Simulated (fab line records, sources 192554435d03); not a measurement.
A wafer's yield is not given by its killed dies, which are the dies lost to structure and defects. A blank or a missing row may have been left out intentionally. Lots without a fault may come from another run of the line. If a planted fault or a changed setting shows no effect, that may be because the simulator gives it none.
Chamber matching || flow n5-finfet || pecvd-03 running N5_BEOL_M13_ILD_DEP_00: 3 sister chambers
The step deposits SiOC from DEMS/O2, target thk 837.92 nm, time 166.4 s. 5 wafers are shown with their chamber, then 7 later ones without.

## WAFERS, EACH WITH ITS CHAMBER
{"wafer": "L084.6", "chamber": 0, "throttle-valve-pct (%)": 13.2, "heater-power-w (W)": 371}
{"wafer": "L087.4", "chamber": 2, "throttle-valve-pct (%)": 12.1, "heater-power-w (W)": 374}
{"wafer": "L087.5", "chamber": 1, "throttle-valve-pct (%)": 12.0, "heater-power-w (W)": 547}
{"wafer": "L094.1", "chamber": 0, "throttle-valve-pct (%)": 13.3, "heater-power-w (W)": 382}
{"wafer": "L094.4", "chamber": 2, "throttle-valve-pct (%)": 12.1, "heater-power-w (W)": 420}

## WAFERS MISSING THEIR CHAMBER
{"wafer": "L094.5", "throttle-valve-pct (%)": 13.4, "heater-power-w (W)": 413}
{"wafer": "L095.2", "throttle-valve-pct (%)": 11.8, "heater-power-w (W)": 512}
{"wafer": "L095.4", "throttle-valve-pct (%)": 12.0, "heater-power-w (W)": 536}
{"wafer": "L095.6", "throttle-valve-pct (%)": 13.1, "heater-power-w (W)": 370}
{"wafer": "L096.1", "throttle-valve-pct (%)": 12.3, "heater-power-w (W)": 359}
{"wafer": "L096.5", "throttle-valve-pct (%)": 12.3, "heater-power-w (W)": 416}
{"wafer": "L096.6", "throttle-valve-pct (%)": 13.3, "heater-power-w (W)": 410}

## THE CHAMBER EACH PASSED THROUGH
{"wafer": "L094.5", "from the rows above": 0, "in truth": 0}
{"wafer": "L095.2", "from the rows above": 1, "in truth": 1}
{"wafer": "L095.4", "from the rows above": 1, "in truth": 1}
{"wafer": "L095.6", "from the rows above": 0, "in truth": 0}
{"wafer": "L096.1", "from the rows above": 2, "in truth": 2}
{"wafer": "L096.5", "from the rows above": 2, "in truth": 2}
{"wafer": "L096.6", "from the rows above": 0, "in truth": 0}
Placed correctly: 7 of 7. Can't be placed from these rows: 0. Number placed wrongly: 0.
How it was worked out, from the rows above alone: a wafer's distance from a chamber is the root of the sum, over the readings, of the square of ((its reading less the chamber's mean) divided by the reading's scatter). If the next closest chamber is less than 2 further off than the closest, the wafer can't be placed; otherwise it belongs to the closest. For every chamber, the mean is computed from those of its wafers that are shown. The scatter: the root of (the sum of the squares of (reading less its chamber's mean) over the shown wafers, divided by (wafers less chambers)).
